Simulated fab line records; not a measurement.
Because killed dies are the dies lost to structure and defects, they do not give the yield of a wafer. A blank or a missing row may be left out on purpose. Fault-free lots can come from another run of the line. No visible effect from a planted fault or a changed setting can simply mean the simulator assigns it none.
What tool caused it? | flow nand-harc | 36 wafers from 12 lots sampled at 2 of the route's 1302 steps

WHAT EACH GAUGE READ, for each wafer
NHARC_A_ONON_D2_THK_MEAS_02: measures by ellipsometry.
lot  | measured     | on            | thk-nm (nm)
L075 | day 12 23:14 | film-metro-02 | 1017 1018 1017
L078 | day 13 16:52 | film-metro-02 | 1001 999 1000
L079 | day 14 00:58 | film-metro-01 | 995 995 997
L080 | day 15 05:48 | film-metro-01 | 1007 1007 1007
L083 | day 16 05:42 | film-metro-01 | 1001 1000 1001
L085 | day 16 20:19 | film-metro-01 | 988 987 989
L087 | day 17 18:09 | film-metro-02 | 1014 1015 1017
L088 | day 18 19:20 | film-metro-02 | 990 991 990
L091 | day 19 06:05 | film-metro-02 | 1008 1009 1008
L093 | day 20 09:23 | film-metro-01 | 983 983 981
L095 | day 21 01:16 | film-metro-01 | 992 991 989
L097 | day 22 07:14 | film-metro-02 | 1007 1006 1007

WHAT TOOL EACH LOT RAN ON (gives the tool, then ch and the chambers of the sampled wafers, and finally the start)
lot  | NHARC_A_DECK1_JOINT_ETCHBACK_00
L075 | rie-si-03 ch 1,3, day 11 21:47
L078 | rie-si-06 ch 0,3, day 12 17:08
L079 | rie-si-06 ch 1,2,3, day 13 04:07
L080 | rie-si-03 ch 0,1, day 14 05:17
L083 | rie-si-05 ch 0,1,2, day 15 04:01
L085 | rie-si-06 ch 1,3, day 15 19:45
L087 | rie-si-03 ch 0,2,3, day 16 17:26
L088 | rie-si-03 ch 1,2,3, day 17 07:11
L091 | rie-si-03 ch 1,2,3, day 18 01:50
L093 | rie-si-06 ch 1,2, day 19 10:20
L095 | rie-si-06 ch 1,3, day 20 01:49
L097 | rie-si-06 ch 0,2,3, day 21 05:25
- NHARC_A_DECK1_JOINT_ETCHBACK_00: etches the open film in HBr, target depth 30 nm, time 17.4 s.

THE ANSWER, worked out from the rows above alone
Rule: the usual values come from the lots themselves. The widest of any qualifying gaps counts: lots, ordered by their means at a reading, are off when they make up no more than a third of the lots, leave a main group of 4 or more, and stand apart from it by 3 or more times the standard deviation of that group's means. A main group whose means are all the same, to the digits that the tables above print for the reading, isn't used. Also off: a lot with no number at a reading for which 4 or more lots have one. The other lots that the step has rows for count as sound.
Across all readings shown, no lot is off: no conclusion can be drawn from this.

WHAT HAD BEEN PUT IN BY THE SIMULATOR
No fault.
